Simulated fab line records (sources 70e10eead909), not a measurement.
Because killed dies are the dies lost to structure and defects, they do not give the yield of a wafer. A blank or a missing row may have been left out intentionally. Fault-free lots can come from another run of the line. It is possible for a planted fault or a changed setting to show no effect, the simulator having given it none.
fab line records	flow nand_harc
[record] lots = 11	wafers = 33	last_day = 23
route steps=1159 shown A_M1@1042 A_BONDPAD@1079 THIN_TSV@1130 END@1159
lots with no fault: from the same line, run without faults
start_h: the number of hours between the record's first day and the start of the first shown wafer of the lot	wait_h: hours from the lot's prior step to this one	" same as the row above	L1.1+2: several wafers, shown together as one row	- no value present, or no start provided	* or withheld: withheld	< > ~ a bound
route shown NAME@n: a module of which the file shows steps, and the number in the route of the first	usual: the fault-free wafers' mean and standard deviation	same: alike in all rows	chamber/n: place in a boat	sites: the reading at each site	_std_site: how widely they spread, as a standard deviation	_edge_site: the outer-site mean with the inner-site mean subtracted	radius_mm: how far each site lies from the wafer's centre	mask NAME#n: copy n	behind: tool/chamber where the wafer was last shaped	hold: what put the lot on hold/how long, in hours/how the hold closed	device: the transistor (n, p or np) that didn't switch	end of line: the same wafers' tests at the end of the route	a step with no rows: only its recipe	killed: at the first sort, the dies lost to defects and structure; wafer yield is something else	map: a wafer's dies, x killed, . not, _ none there
set.NAME: the setting the step ran with; set.NAME@STEP: the setting that earlier step ran with	model.NAME: the simulator's own value behind a step, which no gauge read
the route's steps for a sample of lots (tables are steps, rows are wafers)
services: from which hour (start_h, from the record's first day; less than 0 if before it) a tool's chamber was out of use, for how many hours, and why
[[steps]]
[step NHARC_A_M1_CD_MEAS_16]
[usual] cd_nm = 119.6/0.9
lot.wafer	tool	chamber	start_h	wait_h	cd_nm
L771.4	cd_sem-03	-	415.39	-	118.6
L771.5	"	-	"	"	119.3
L771.6	"	-	"	"	118.7
L769.2	cd_sem-03	-	417.19	-	119.4
L769.4	"	-	"	"	120.0
L769.6	"	-	"	"	118.6
L770.1	cd_sem-03	-	420.42	-	117.8
L770.2	"	-	"	"	119.0
L770.6	"	-	"	"	119.7
L775.4	cd_sem-01	-	436.17	-	120.1
L775.5	"	-	"	"	119.1
L775.6	"	-	"	"	120.1
L776.1	cd_sem-03	-	446.61	-	120.1
L776.3	"	-	"	"	118.5
L776.6	"	-	"	"	120.2
L779.1	cd_sem-01	-	457.72	-	118.4
L779.2	"	-	"	"	119.6
L779.3	"	-	"	"	119.4
L778.1	cd_sem-02	-	458.50	-	119.3
L778.2	"	-	"	"	120.0
L778.3	"	-	"	"	118.2
L781.3	cd_sem-01	-	473.24	-	121.0
L781.4	"	-	"	"	119.9
L781.5	"	-	"	"	118.8
L784.1	cd_sem-01	-	486.58	-	120.6
L784.4	"	-	"	"	119.8
L784.5	"	-	"	"	118.1
L787.1	cd_sem-02	-	508.22	-	120.3
L787.3	"	-	"	"	120.9
L787.5	"	-	"	"	120.2
L788.2	cd_sem-03	-	513.89	-	120.0
L788.3	"	-	"	"	120.4
L788.6	"	-	"	"	120.7
[step NHARC_A_M1_STRIP_18]
[recipe] power_w = 1000	n2_flow_sccm = 150	h2_flow_sccm = 150	ar_flow_sccm = 0	bias_w = 0	chemistry = N2/H2
[usual] chamber_pressure_mTorr = 30.003/0.025	drypump_motor_current_A = 5.8/0.48	oes_product_au = 0.994/0.0095	rf_vpp_V = 90.5/0.94	showerhead_plenum_p_Torr = 2.00/0.083	throttle_valve_pct = 14.172/0.0098
lot.wafer	tool	chamber	start_h	wait_h	chamber_pressure_mTorr	drypump_motor_current_A	oes_product_au	rf_hours_counter_h	rf_vpp_V	showerhead_plenum_p_Torr	throttle_valve_pct
L771.4	rie_diel-06	3	415.46	0.1	30.010	5.6	0.994	7.9	90.2	2.08	14.173
L771.6	"	3	"	"	30.039	5.6	0.990	-	92.8	2.08	14.168
L771.5	"	0	"	"	30.017	6.3	1.008	-	90.4	2.01	14.177
L769.4	rie_diel-12	3	417.29	0.1	30.001	5.2	1.010	2.7	90.5	2.03	14.176
L769.2	"	1	"	"	30.035	6.0	0.995	2.3	90.2	1.90	14.152
L769.6	"	3	"	"	30.006	5.2	1.005	-	91.4	2.03	14.161
L770.1	rie_diel-07	0	420.55	0.1	30.009	5.5	0.978	0.3	88.6	1.91	14.178
L770.2	"	1	"	"	29.998	6.6	0.998	0.2	87.8	1.94	14.171
L770.6	"	3	"	"	29.979	6.0	0.997	-	90.6	1.93	14.175
L775.4	rie_diel-06	3	436.24	0.1	30.000	5.6	0.997	0.2	90.2	2.08	14.175
L775.5	"	3	"	"	30.004	5.6	0.997	-	91.2	2.08	14.162
L775.6	"	0	"	"	30.014	6.2	1.001	-	91.1	2.01	14.156
L776.1	rie_diel-06	1	446.74	0.1	29.981	6.2	0.995	1.5	92.3	2.12	14.183
L776.3	"	2	"	"	29.963	4.8	0.993	1.4	91.7	1.97	14.167
L776.6	"	0	"	"	29.996	6.3	0.997	-	88.7	2.01	14.165
L779.2	rie_diel-06	0	457.79	0.1	30.018	6.3	0.992	2.5	91.0	2.01	14.161
L779.1	"	2	"	"	30.018	4.8	0.996	2.1	91.9	1.97	14.174
L779.3	"	3	"	"	30.026	5.6	1.005	2.3	91.6	2.08	14.167
L778.1	rie_diel-07	1	458.58	0.1	29.999	6.6	0.979	1.0	90.5	1.94	14.177
L778.3	"	3	"	"	29.985	6.0	1.000	1.2	89.6	1.93	14.157
L778.2	"	0	"	"	29.990	5.5	0.977	1.0	89.3	1.91	14.168
L781.4	rie_diel-06	1	473.31	0.1	30.029	6.2	0.987	3.9	91.2	2.12	14.167
L781.3	"	0	"	"	30.005	6.3	0.987	4.1	91.9	2.01	14.186
L781.5	"	1	"	"	30.000	6.2	0.993	-	91.0	2.12	14.172
L784.4	rie_diel-07	2	486.65	0.1	30.010	5.7	0.991	1.8	90.1	2.13	14.157
L784.1	"	0	"	"	30.034	5.5	0.981	1.7	89.7	1.91	14.184
L784.5	"	2	"	"	30.009	5.7	0.980	-	91.1	2.13	14.159
L787.3	rie_diel-07	3	508.30	0.1	30.043	6.0	1.003	2.3	90.5	1.93	14.172
L787.1	"	1	"	"	30.020	6.6	0.984	2.2	91.3	1.94	14.186
L787.5	"	3	"	"	29.987	6.0	0.996	-	90.5	1.93	14.179
L788.3	rie_diel-06	3	513.99	0.1	30.013	5.6	0.985	6.9	91.0	2.08	14.170
L788.2	"	1	"	"	29.998	6.2	0.991	6.2	89.8	2.12	14.171
L788.6	"	2	"	"	30.040	4.8	0.988	-	89.7	1.97	14.174
[step NHARC_A_BONDPAD_STRIP_15]
[recipe] o2_flow_sccm = 500	ar_flow_sccm = 0	bias_w = 0	chemistry = O2
[usual] chamber_pressure_mTorr = 60.00/0.081	drypump_motor_current_A = 5.8/0.44	oes_product_au = 0.996/0.0074	rf_vpp_V = 57.6/0.92	showerhead_plenum_p_Torr = 3.46/0.16	throttle_valve_pct = 17.038/0.01
lot.wafer	tool	chamber	start_h	wait_h	chamber_pressure_mTorr	drypump_motor_current_A	oes_product_au	rf_hours_counter_h	rf_vpp_V	showerhead_plenum_p_Torr	throttle_valve_pct
L771.4	rie_diel-01	1	420.24	0.1	59.96	6.2	0.992	3	56.0	3.33	17.027
L771.5	"	1	"	"	59.98	6.2	0.976	-	58.4	3.33	17.028
L771.6	"	2	"	"	59.93	6.1	0.988	-	57.2	3.30	17.032
L769.4	rie_diel-01	2	422.30	0.1	60.02	6.1	1.005	3	56.7	3.30	17.049
L769.2	"	0	"	"	60.01	5.3	0.994	3	55.4	3.33	17.042
L769.6	"	1	"	"	60.09	6.3	1.002	-	57.1	3.33	17.021
L770.2	rie_diel-09	0	425.62	0.1	59.97	5.5	1.001	58	59.3	3.67	17.044
L770.1	"	1	"	"	59.96	6.8	1.000	57	57.8	3.66	17.041
L770.6	"	0	"	"	60.00	5.5	0.999	-	57.1	3.67	17.022
L775.4	rie_diel-01	3	441.38	0.1	59.92	5.6	1.002	5	57.6	3.71	17.031
L775.5	"	0	"	"	60.14	5.3	0.999	-	57.4	3.33	17.025
L775.6	"	1	"	"	60.05	6.3	1.003	-	56.4	3.33	17.061
L776.3	rie_diel-13	0	451.33	0.1	60.02	5.6	0.994	30	58.2	3.53	17.040
L776.1	"	1	"	"	60.03	6.2	0.999	31	57.8	3.49	17.041
L776.6	"	1	"	"	60.04	6.1	0.999	-	58.0	3.49	17.036
L779.3	rie_diel-01	3	462.71	0.1	59.99	5.6	0.995	6	58.2	3.71	17.031
L779.2	"	0	"	"	59.96	5.3	1.001	5	58.7	3.33	17.030
L779.1	"	1	"	"	59.93	6.3	0.997	5	57.7	3.33	17.039
L778.3	rie_diel-01	1	463.48	0.1	60.05	6.3	0.989	5	57.1	3.33	17.033
L778.2	"	3	"	"	60.08	5.6	0.992	6	60.0	3.71	17.047
L778.1	"	0	"	"	60.01	5.3	0.999	6	56.4	3.33	17.030
L781.3	rie_diel-09	3	478.08	0.1	60.08	5.8	1.004	13	57.4	3.38	17.066
L781.4	"	1	"	"	60.06	6.7	0.992	15	57.5	3.65	17.043
L781.5	"	3	"	"	60.10	5.7	1.005	-	58.2	3.38	17.033
L784.1	rie_diel-01	2	491.43	0.1	60.01	6.2	1.005	6	56.5	3.30	17.034
L784.4	"	0	"	"	59.98	5.3	1.008	7	58.8	3.33	17.039
L784.5	"	2	"	"	60.04	6.2	1.003	-	55.3	3.30	17.033
L787.3	rie_diel-09	0	513.10	0.1	59.98	5.5	0.997	23	58.2	3.65	17.019
L787.1	"	1	"	"	59.95	6.8	0.997	26	57.3	3.64	17.046
L787.5	"	1	"	"	60.11	6.8	0.997	-	57.6	3.64	17.034
L788.3	rie_diel-01	3	518.86	0.1	60.02	5.6	0.990	1	59.4	3.71	17.045
L788.2	"	0	"	"	59.94	5.3	0.981	1	57.6	3.33	17.029
L788.6	"	0	"	"	59.96	5.3	0.991	-	57.6	3.33	17.060
[step NHARC_THIN_TSV_PVD_51]
[recipe] target_thk_a = 1000	chamber_pressure_pa = 5	material = Cu
[usual] throttle_valve_pct = 30.0/0.63
lot.wafer	tool	chamber	start_h	wait_h	throttle_valve_pct
L771.4	pvd_sputter-02	-	-	-	30.1
L771.5	"	-	"	"	30.1
L771.6	"	-	"	"	30.2
L769.2	pvd_sputter-02	-	-	-	30.5
L769.4	"	-	"	"	29.9
L769.6	"	-	"	"	30.8
L770.2	pvd_sputter-03	-	-	-	30.7
L770.1	"	-	"	"	29.5
L770.6	"	-	"	"	30.7
L775.4	pvd_sputter-02	-	-	-	30.9
L775.5	"	-	"	"	30.0
L775.6	"	-	"	"	30.7
L776.3	pvd_sputter-02	-	-	-	30.3
L776.1	"	-	"	"	30.0
L776.6	"	-	"	"	30.3
L778.3	pvd_sputter-02	-	-	-	30.3
L778.1	"	-	"	"	29.7
L778.2	"	-	"	"	30.7
L779.3	pvd_sputter-02	-	-	-	30.7
L779.1	"	-	"	"	30.4
L779.2	"	-	"	"	30.0
L781.4	pvd_sputter-02	-	-	-	30.7
L781.3	"	-	"	"	30.8
L781.5	"	-	"	"	30.0
L784.4	pvd_sputter-03	-	-	-	30.7
L784.1	"	-	"	"	28.4
L784.5	"	-	"	"	30.6
L787.3	pvd_sputter-02	-	-	-	29.6
L787.1	"	-	"	"	30.3
L787.5	"	-	"	"	30.2
L788.3	pvd_sputter-01	-	-	-	29.7
L788.2	"	-	"	"	30.8
L788.6	"	-	"	"	30.3
[step NHARC_END_SORT_01]
[recipe] temp_c = 25
[usual] defect_limited_yield = 95.5/1.3	killed_at_array = 27/8.8	killed_at_other = 0.4/0.82	killed_at_periphery = 3.1/2.1	killed_dies = 31/8.8	killed_open = 3.3/2	killed_short = 2.0/1.4	sort_bin_2_pct = 1.3/0.56	sort_bin_3_pct = 0.25/0.21	sort_bin_4_pct = 2.9/0.89	sort_n_pass = 646/8.8	sort_rim_yield_pct = 95.8/2.7	sort_yield_pct = 95.5/1.3
[same] gross_dies = 677	sort_bin_5_pct[%] = 0	sort_bin_6_pct[%] = 0	sort_bin_7_pct[%] = 0	sort_bin_8_pct[%] = 0	sort_rim_n_gross = 106.00
lot.wafer	tool	chamber	start_h	wait_h	defect_limited_yield[%]	killed_at_array	killed_at_other	killed_at_periphery	killed_dies	killed_open	killed_short	sort_bin_2_pct[%]	sort_bin_3_pct[%]	sort_bin_4_pct[%]	sort_n_pass	sort_rim_yield_pct[%]	sort_yield_pct[%]
L788.2	prober-01	0	554.68	2.8	81.4	123	0	3	126	3	0	7.7	5.61	5.3	551	95.3	81.4
L788.3	prober-01	0	555.48	3.1	96.0	26	0	1	27	6	2	0.6	0.15	3.2	650	97.2	96.0
L788.6	prober-01	0	557.86	4.0	80.6	127	1	3	131	2	1	8.1	5.02	6.2	546	92.5	80.6
// killed by level:class
L788.2 A_BONDPAD:unspecified=98 A_SLIT:chamber_film_flake=12 A_CHANNEL_HOLE_D1:chamber_film_flake=5 A_WL_FILL:chamber_film_flake=3 A_CONTACT:chamber_film_flake=2 A_ONON_D1:geometric_particle:open=1 A_CHANNEL_FILL_D1:geometric_particle:open=1 A_BLC:geometric_particle:open=1
L788.3 A_SLIT:chamber_film_flake=11 A_CONTACT:geometric_particle:open=2 A_CHANNEL_HOLE_D1:chamber_film_flake=2 A_STAIRCASE:chamber_film_flake=2 A_SOURCE_PLATE:geometric_particle:short=1 A_ONON_D1:geometric_particle:open=1 A_WL_FILL:geometric_particle:open=1 A_BLC:geometric_particle:open=1
L788.6 A_BONDPAD:unspecified=97 A_SLIT:chamber_film_flake=14 A_CHANNEL_HOLE_D1:chamber_film_flake=6 A_STAIRCASE:chamber_film_flake=3 A_CONTACT:chamber_film_flake=2 A_CHANNEL_FILL_D1:chamber_film_flake=1 A_CHANNEL_HOLE_D1:geometric_particle:open=1 A_CHANNEL_FILL_D1:geometric_particle:short=1
[[services]]
tool	chamber	start_h	hours	kind
pvd_sputter-02	-	393.37	10.0	pm
rie_diel-07	2	393.93	6.5	repair
rie_diel-07	-	405.20	9.0	pm
rie_diel-09	-	407.74	0.8	repair
rie_diel-09	-	414.50	0.5	repair
rie_diel-06	-	418.49	9.0	pm
rie_diel-13	3	421.97	15.2	repair
rie_diel-13	2	430.23	30.7	repair
rie_diel-09	-	432.03	9.0	pm
rie_diel-13	1	435.15	6.1	repair
pvd_sputter-02	-	443.94	0.5	repair
rie_diel-09	0	449.41	8.0	repair
rie_diel-13	-	453.00	9.0	pm
pvd_sputter-03	-	458.00	10.0	pm
pvd_sputter-01	-	475.46	8.3	repair
rie_diel-06	3	480.44	8.1	repair
rie_diel-13	0	487.25	4.7	repair
rie_diel-01	-	491.82	9.0	pm
pvd_sputter-02	-	507.99	11.2	repair
rie_diel-07	1	510.10	6.6	repair
pvd_sputter-01	-	514.00	10.0	pm
pvd_sputter-02	-	523.10	0.7	repair
rie_diel-13	2	533.46	6.6	repair
rie_diel-06	1	538.30	7.0	repair
[[key]]
[first_sign] step = NHARC_END_SORT_01	reading = killed_dies	direction = up	sigmas = 11	usual = 31	struck = 128
[effect] step = NHARC_END_SORT_01	reading = defect_limited_yield	direction = down	sigmas = 11	usual = 95.5	struck = 81.0
[more_kills_born_at] NHARC_A_BONDPAD_STRIP_15@rie_diel-01 = 195
met_at NHARC_A_BONDPAD_STRIP_15
struck_lots L788
struck_wafers L788.2,L788.6
not_acting_at NHARC_A_M1_CD_MEAS_16,NHARC_A_M1_STRIP_18,NHARC_THIN_TSV_PVD_51
onset_between 491.43 518.86
[fault] kind = chamber_particle_source	tool = rie_diel-01	chamber = 0	onset_h = 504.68	steps = NHARC_A_BONDPAD_STRIP_15	rate_per_visit_cm2 = 1.276	end_h = 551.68
